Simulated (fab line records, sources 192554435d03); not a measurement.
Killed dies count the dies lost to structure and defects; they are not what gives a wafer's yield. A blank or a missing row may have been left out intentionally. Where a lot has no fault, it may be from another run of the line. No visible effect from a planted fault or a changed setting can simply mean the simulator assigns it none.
Split-lot study || flow n5-finfet || route with 1938 steps; 7 lots, 21 wafers read

== ON THE SPLIT ==
At N5_MOL_CONTACT_COAG_EXPOSE_81 (exposes mask VG, defocus 0 nm), the setting dose-mj was moved away from the recipe's 59.5 on 7 of the 21 wafers read, by -6.7% to +5.0%. For the rest of the wafers, this setting stayed at what the recipe calls for.

== FROM THE SPLIT TO THE READING: what the file shows between them, 2 steps ==
- N5_MOL_CONTACT_COAG_PEB_82: peb time 60 s
- N5_MOL_CONTACT_COAG_DEVELOP_83: develop time 30 s

== THE READING ==
cd-nm at N5_MOL_CONTACT_COAG_CD_MEAS_84, given in nm (cd target 25.1 nm). On this fab line, fault-free wafers typically give 25.09 nm with a standard deviation of 0.25 nm.

{"wafer": "L074.2", "tool, chamber at the split": "euv-scanner-01, 0", "dose-mj as run": 59.5, "against the recipe": "recipe", "cd-nm, nm": 25.05, "against lot-mates on the recipe": "-"}
{"wafer": "L074.4", "tool, chamber at the split": "euv-scanner-01, 0", "dose-mj as run": 59.5, "against the recipe": "recipe", "cd-nm, nm": 24.95, "against lot-mates on the recipe": "-"}
{"wafer": "L074.6", "tool, chamber at the split": "euv-scanner-01, 0", "dose-mj as run": 59.5, "against the recipe": "recipe", "cd-nm, nm": 24.96, "against lot-mates on the recipe": "-"}
{"wafer": "L075.1", "tool, chamber at the split": "euv-scanner-01, 0", "dose-mj as run": 59.5, "against the recipe": "recipe", "cd-nm, nm": 25.50, "against lot-mates on the recipe": "-"}
{"wafer": "L075.3", "tool, chamber at the split": "euv-scanner-01, 0", "dose-mj as run": 62.5, "against the recipe": "+5.0%", "cd-nm, nm": 26.37, "against lot-mates on the recipe": "+0.83"}
{"wafer": "L075.6", "tool, chamber at the split": "euv-scanner-01, 0", "dose-mj as run": 59.5, "against the recipe": "recipe", "cd-nm, nm": 25.58, "against lot-mates on the recipe": "-"}
{"wafer": "L077.3", "tool, chamber at the split": "euv-scanner-01, 0", "dose-mj as run": 59.5, "against the recipe": "recipe", "cd-nm, nm": 25.19, "against lot-mates on the recipe": "-"}
{"wafer": "L077.4", "tool, chamber at the split": "euv-scanner-01, 0", "dose-mj as run": 59.5, "against the recipe": "recipe", "cd-nm, nm": 24.83, "against lot-mates on the recipe": "-"}
{"wafer": "L077.6", "tool, chamber at the split": "euv-scanner-01, 0", "dose-mj as run": 59.5, "against the recipe": "recipe", "cd-nm, nm": 25.04, "against lot-mates on the recipe": "-"}
{"wafer": "L082.1", "tool, chamber at the split": "euv-scanner-02, 0", "dose-mj as run": 59.5, "against the recipe": "recipe", "cd-nm, nm": 25.12, "against lot-mates on the recipe": "-"}
{"wafer": "L082.2", "tool, chamber at the split": "euv-scanner-02, 0", "dose-mj as run": 59.5, "against the recipe": "recipe", "cd-nm, nm": 25.23, "against lot-mates on the recipe": "-"}
{"wafer": "L082.3", "tool, chamber at the split": "euv-scanner-02, 0", "dose-mj as run": 59.5, "against the recipe": "recipe", "cd-nm, nm": 25.16, "against lot-mates on the recipe": "-"}
{"wafer": "L086.2", "tool, chamber at the split": "euv-scanner-01, 0", "dose-mj as run": 55.61, "against the recipe": "-6.5%", "cd-nm, nm": 23.23, "against lot-mates on the recipe": -1.83}
{"wafer": "L086.5", "tool, chamber at the split": "euv-scanner-01, 0", "dose-mj as run": 55.61, "against the recipe": "-6.5%", "cd-nm, nm": 23.64, "against lot-mates on the recipe": -1.42}
{"wafer": "L086.6", "tool, chamber at the split": "euv-scanner-01, 0", "dose-mj as run": 59.5, "against the recipe": "recipe", "cd-nm, nm": 25.06, "against lot-mates on the recipe": "-"}
{"wafer": "L090.1", "tool, chamber at the split": "euv-scanner-01, 0", "dose-mj as run": 55.87, "against the recipe": "-6.1%", "cd-nm, nm": 23.90, "against lot-mates on the recipe": -1.70}
{"wafer": "L090.3", "tool, chamber at the split": "euv-scanner-01, 0", "dose-mj as run": 55.87, "against the recipe": "-6.1%", "cd-nm, nm": 23.79, "against lot-mates on the recipe": -1.81}
{"wafer": "L090.5", "tool, chamber at the split": "euv-scanner-01, 0", "dose-mj as run": 59.5, "against the recipe": "recipe", "cd-nm, nm": 25.60, "against lot-mates on the recipe": "-"}
{"wafer": "L092.1", "tool, chamber at the split": "euv-scanner-02, 0", "dose-mj as run": 59.5, "against the recipe": "recipe", "cd-nm, nm": 25.21, "against lot-mates on the recipe": "-"}
{"wafer": "L092.4", "tool, chamber at the split": "euv-scanner-02, 0", "dose-mj as run": 55.53, "against the recipe": "-6.7%", "cd-nm, nm": 23.58, "against lot-mates on the recipe": -1.63}
{"wafer": "L092.5", "tool, chamber at the split": "euv-scanner-02, 0", "dose-mj as run": 55.53, "against the recipe": "-6.7%", "cd-nm, nm": 23.75, "against lot-mates on the recipe": -1.46}

FIT RESULTS
A straight line over all 21 wafers: cd-nm changes by +0.238 nm for each +1% of dose-mj; r = +0.96; the points scatter about the line by 0.22 nm.
The same after taking each lot's own level away (the mean of its wafers on the recipe; 21 wafers): +0.24 nm for each +1%; r = +0.98; scatter 0.16 nm.
That fit puts the effect of the largest move of dose-mj on the reading at 1.6 nm.
Across the lots, their own levels run from 24.987 to 25.600 nm, a range of 2.5 times the standard deviation given above.
The two slopes agree, so the slope changes little with the lot-to-lot level.
Check: -1.65 nm against its lot-mates is what the line predicts for one of the wafers moved furthest among these (-6.7%) when that wafer is left out of the fit. It came out at -1.63 nm against them.

== THE OTHER SPLITS THESE WAFERS WENT THROUGH ==
Note: prior to the reading, these wafers also went through further splits. Each is held against what the fit with the lots' levels taken away leaves over:
{"other split on the same wafers": "N5_HKMG_FIN_ETCH_54 source-w", "wafers away from the commonest value": 6, "r with cd-nm (lot level and that fit taken away)": "+0.09"}
{"other split on the same wafers": "N5_HKMG_FIN_ETCH_58 source-w", "wafers away from the commonest value": 6, "r with cd-nm (lot level and that fit taken away)": -0.12}
{"other split on the same wafers": "N5_GATE_CUT_COAT_27 spin-rpm", "wafers away from the commonest value": 7, "r with cd-nm (lot level and that fit taken away)": -0.27}
{"other split on the same wafers": "N5_GATE_CUT_EXPOSE_10 dose-mj", "wafers away from the commonest value": 8, "r with cd-nm (lot level and that fit taken away)": "+0.04"}
{"other split on the same wafers": "N5_MOL_CONTACT_COAG_COAT_76 spin-rpm", "wafers away from the commonest value": 3, "r with cd-nm (lot level and that fit taken away)": "+0.06"}

== THE FILE'S OWN FIT ==
cd-nm changes by +0.238 nm for each +1% of dose-mj, r = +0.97.
